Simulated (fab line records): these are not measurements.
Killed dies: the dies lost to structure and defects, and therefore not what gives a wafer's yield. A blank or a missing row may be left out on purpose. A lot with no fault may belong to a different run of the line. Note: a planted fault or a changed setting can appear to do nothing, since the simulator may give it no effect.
Split-lot study | flow n5_finfet | 21 wafers read across 7 lots, on a route 1938 steps long

ON THE SPLIT
At N5_BEOL_M11_VIA_ETCH_34 (etches SiCOH lowk in C4F6/O2, target depth 184.5 nm, time 69.2 s), the setting time_s was moved away from the recipe's 69.2 s on 6 of the 21 wafers read, by -18.3% to +11.9%. This setting was run at the recipe's value on the other wafers.

The split's own step is where the reading is taken.

THE READING
SOC_of_BEOL_M11_COAT_63.thk_nm (the simulator's own value, which no gauge read), in nm, at N5_BEOL_M11_VIA_ETCH_34 (etches SiCOH lowk in C4F6/O2, target depth 184.5 nm, time 69.2 s). No usual value for it is given in the file. Across the 15 wafers here that went through the recipe, the average is 91.8 nm and the standard deviation 0.28 nm.

wafer  | tool, chamber at the split | time_s as run, s | against the recipe | SOC_of_BEOL_M11_COAT_63.thk_nm, nm | against lot-mates on the recipe
L080.2 | rie_diel-05, 3             | 56.55            | -18.3%             | 93.4                               | +1.8
L080.3 | rie_diel-05, 1             | 56.55            | -18.3%             | 93.2                               | +1.6
L080.6 | rie_diel-05, 1             | 69.2             | recipe             | 91.6                               | -
L086.2 | rie_diel-01, 0             | 69.2             | recipe             | 92                                 | -
L086.3 | rie_diel-01, 2             | 69.2             | recipe             | 92                                 | -
L086.5 | rie_diel-01, 3             | 69.2             | recipe             | 92.2                               | -
L084.1 | rie_diel-01, 2             | 69.2             | recipe             | 92                                 | -
L084.4 | rie_diel-01, 1             | 69.2             | recipe             | 91.8                               | -
L084.5 | rie_diel-01, 0             | 61.47            | -11.2%             | 92.8                               | +0.9
L087.4 | rie_diel-06, 2             | 69.2             | recipe             | 91.6                               | -
L087.5 | rie_diel-06, 3             | 77.42            | +11.9%             | 91                                 | -0.6
L087.6 | rie_diel-06, 2             | 69.2             | recipe             | 91.6                               | -
L088.1 | rie_diel-01, 3             | 69.2             | recipe             | 92.4                               | -
L088.4 | rie_diel-01, 1             | 69.2             | recipe             | 91.8                               | -
L088.5 | rie_diel-01, 0             | 69.2             | recipe             | 92                                 | -
L091.1 | rie_diel-01, 2             | 69.2             | recipe             | 91.8                               | -
L091.3 | rie_diel-01, 1             | 69.2             | recipe             | 91.2                               | -
L091.6 | rie_diel-01, 1             | 69.2             | recipe             | 91.6                               | -
L096.1 | rie_diel-01, 2             | 62.97            | -9.0%              | 92.6                               | +0.6
L096.5 | rie_diel-01, 2             | 69.2             | recipe             | 92                                 | -
L096.6 | rie_diel-01, 1             | 62.97            | -9.0%              | 92.4                               | +0.4

FIT RESULTS
A straight line over all 21 wafers: SOC_of_BEOL_M11_COAT_63.thk_nm changes by -0.078 nm for each +1% of time_s; r = -0.91; the points scatter about the line by 0.26 nm.
The same after taking each lot's own level away (the mean of its wafers on the recipe; 21 wafers): -0.0796 nm for each +1%; r = -0.94; scatter 0.2 nm.
That fit puts the effect of the largest move of time_s on the reading at 1.5 nm.
Measured against the standard deviation above, the lots' own levels, which go from 91.53 to 92.07 nm, span 1.9 times it.
So the lot-to-lot level changes the slope little: the two slopes agree.
Check: for one of the wafers moved furthest among these (-18.3%), held out of the fit, the line's prediction against its lot-mates is +1.33 nm. Against them it came out at +1.8 nm.

FURTHER SPLITS ON THESE WAFERS
Other splits were also applied to these wafers ahead of the reading. Each is held against what the fit with the lots' levels taken away leaves over:
other split on the same wafers | wafers away from the commonest value | r with SOC_of_BEOL_M11_COAT_63.thk_nm (lot level and that fit taken away)
N5_BEOL_M5_EXPOSE_25 dose_mj   | 8                                    | -0.46
N5_BEOL_M7_ETCH_61 source_w    | 10                                   | -0.06
N5_BEOL_M10_VIA_ETCH_34 bias_w | 2                                    | -0.30
N5_BEOL_M10_ETCH_41 source_w   | 3                                    | -0.06
N5_BEOL_M11_EXPOSE_25 dose_mj  | 8                                    | +0.34

THE WHOLE CHAIN: every reading that the file lists as answering this split, in the file's order
step                    | what it does                                                     | reading                                                                         | change (the file's fit)                | r (the file's)
N5_BEOL_M11_VIA_ETCH_34 | etches SiCOH lowk in C4F6/O2, target depth 184.5 nm, time 69.2 s | etch.depth_nm (the simulator's own value, which no gauge read)                  | +2.05 nm for each +1% of the setting   | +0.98
N5_BEOL_M11_VIA_ETCH_34 | etches SiCOH lowk in C4F6/O2, target depth 184.5 nm, time 69.2 s | SOC_of_BEOL_M11_COAT_63.thk_nm (the simulator's own value, which no gauge read) | -0.0775 nm for each +1% of the setting | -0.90

FILE'S OWN FIT
SOC_of_BEOL_M11_COAT_63.thk_nm changes by -0.0775 nm for each +1% of time_s, r = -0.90.
